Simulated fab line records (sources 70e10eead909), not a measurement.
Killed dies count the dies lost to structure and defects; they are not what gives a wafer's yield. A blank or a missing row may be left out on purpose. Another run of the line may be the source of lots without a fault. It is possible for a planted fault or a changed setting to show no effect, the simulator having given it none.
Struck lot and sound lot, side by side | flow nandHarc | 24 steps out of a route of 1302
Sound: the wafers L711.2, L711.3, L711.4. Struck: wafers L699.1, L699.3, L699.5. The cause comes at the end.
Each step with rows lists, per side, the tool, then ch with its chambers, then its first start. Under that, the readings that differ: sound wafers | struck wafers | difference of the means | sigmas: that difference in standard deviations of wafers without a fault.
alike: readings whose means differ by less than 2 such deviations, and words and numbers that are the same on both sides. not compared: withheld readings, readings that some wafer has no value for, bounds like >300 that may hide the same value, and numbers for which the record gives no deviation and whose values overlap.
The two part at a step that has a row with sigmas, a row that says differs or no value, or rows on one side only. Non-overlapping numbers with no deviation appear without sigmas and do not part them. A reading missing from all wafers of one side parts the sides only when that side holds two or more wafers.

first, 9 steps without rows for these wafers: NHARC_A_CHANNEL_HOLE_D2_DESCUM_15 (chemistry O2, time 3 s); NHARC_A_CHANNEL_HOLE_D2_ETCH_38 (etches the open film in CF4, target depth 39 nm, time 65 s); NHARC_A_CHANNEL_HOLE_D2_ETCH_39 (etches the open film in N2/H2, target depth 260 nm, time 325 s); NHARC_A_CHANNEL_HOLE_D2_ETCH_34 (etches the open film in CF4/CHF3, target depth 154 nm, time 77 s); NHARC_A_CHANNEL_HOLE_D2_ETCH_16 (etches the open film in O2/COS, target depth 3100 nm, time 806 s); NHARC_A_CHANNEL_HOLE_D2_ETCH_19 (etches the open film in C4F8/O2/Ar, time 34.5 s); NHARC_A_CHANNEL_HOLE_D2_ETCH_20 (etches the open film in C4F8/O2/Ar, time 361.9 s, target depth 1600 nm); NHARC_A_CHANNEL_HOLE_D2_ETCH_21 (etches the open film in C4F8/O2/Ar, time 514.3 s, target depth 1600 nm); NHARC_A_CHANNEL_HOLE_D2_ETCH_22 (etches the open film in C4F8/O2/Ar, time 666.7 s, target depth 1600 nm).
NHARC_A_CHANNEL_HOLE_D2_ETCH_23: etches the open film in C4F8/O2/Ar, time 819 s, target depth 1600 nm.
  sound on harEtch-01 ch 0,1, day 20 22:45; struck on harEtch-01 ch 0,1, day 16 11:45
  no value came back on the struck wafers for any of 6 readings (c4f8FlowSccm (sccm), chamberPressureMTorr (mTorr) and others); on the sound wafers c4f8FlowSccm (sccm) reads 89.34 88.85 89.39
  not compared: rfHoursCounterH
then, 7 steps without rows for these wafers: NHARC_A_CHANNEL_HOLE_D2_ETCH_24 (etches the open film in C4F8/O2/Ar, time 906.2 s, target depth 1500 nm); NHARC_A_CHANNEL_HOLE_D2_ETCH_25 (etches the open film in C4F8/O2/Ar, time 1040.2 s, target depth 1500 nm); NHARC_A_CHANNEL_HOLE_D2_ETCH_26 (etches the open film in C4F8/O2/Ar, time 224.1 s, target depth 300 nm); NHARC_A_CHANNEL_HOLE_D2_ETCH_27 (etches the open film in C4F8/O2/Ar, time 90 s, target depth 400 nm); NHARC_A_CHANNEL_HOLE_D2_STRIP_41 (strips in N2/H2); NHARC_A_CHANNEL_HOLE_D2_STRIP_42 (strips in CF4/CHF3); NHARC_A_CHANNEL_HOLE_D2_STRIP_43 (strips in O2/COS).
NHARC_A_CHANNEL_HOLE_D2_ETCH_44: etches the open film in CF4/O2, target depth 140 nm, overetch 14 nm, time 77 s.
  sound on rieDiel-02 ch 1,2,3, day 21 02:02; struck on rieDiel-01 ch 0,1,3, day 16 15:04
reading             | sound             | struck            | difference | sigmas
oesProductAu (a.u.) | 1.017 1.009 1.007 | 0.994 0.997 0.980 | -0.021     | -2
  alike: biasW, cf4FlowSccm, drypumpMotorCurrentA, rfVppV, showerheadPlenumPTorr, throttleValvePct
  not compared: rfHoursCounterH, model.A_CHANNEL_HOLE_D2.cdNm
then, 3 steps without rows for these wafers: NHARC_A_CHANNEL_HOLE_D2_STRIP_28 (strips in O2); NHARC_A_CHANNEL_HOLE_D2_PRECLEAN_29 (cleans in SC1); NHARC_A_CHANNEL_HOLE_D2_SRD_30.
NHARC_A_CHANNEL_HOLE_D2_CD_MEAS_31:
  sound on cdSem-01, day 21 02:50; struck on cdSem-03, day 16 15:52
reading   | sound          | struck      | difference | sigmas
cdNm (nm) | 92.6 91.8 90.9 | 1.4 1.1 0.8 | -90.7      | -65
NHARC_A_CHANNEL_HOLE_D2_XSEM_32:
  sound on xsem-02 ch 0, day 21 02:56; struck on xsem-02 ch 0, day 16 15:58
reading      | sound          | struck         | difference | sigmas
botCdNm (nm) | 76.9 76.4 74.5 | 2.2 1.4 1.3    | -74.3      | -46
bowNm (nm)   | 8.62 8.70 8.67 | 0.63 0.64 0.63 | -8.03      | -38
  alike: tiltDeg
-- break in the record here, with 11 days between the starts of the struck wafers on either side (left off in module A_CHANNEL_HOLE_D2, picked up again in module END, where the first step shown is number 1302 on the route) --
NHARC_END_SORT_01:
  here the record holds rows for the struck wafers (prober-01 ch 0, day 27 21:37) but none for the sound ones

WHERE THEY PART
Earliest at NHARC_A_CHANNEL_HOLE_D2_ETCH_23; latest, in this record, at NHARC_END_SORT_01.

WHY: what the simulator had put in
Beginning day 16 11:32, the whole step at NHARC_A_CHANNEL_HOLE_D2_ETCH_23 was skipped on harEtch-01. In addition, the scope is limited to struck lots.
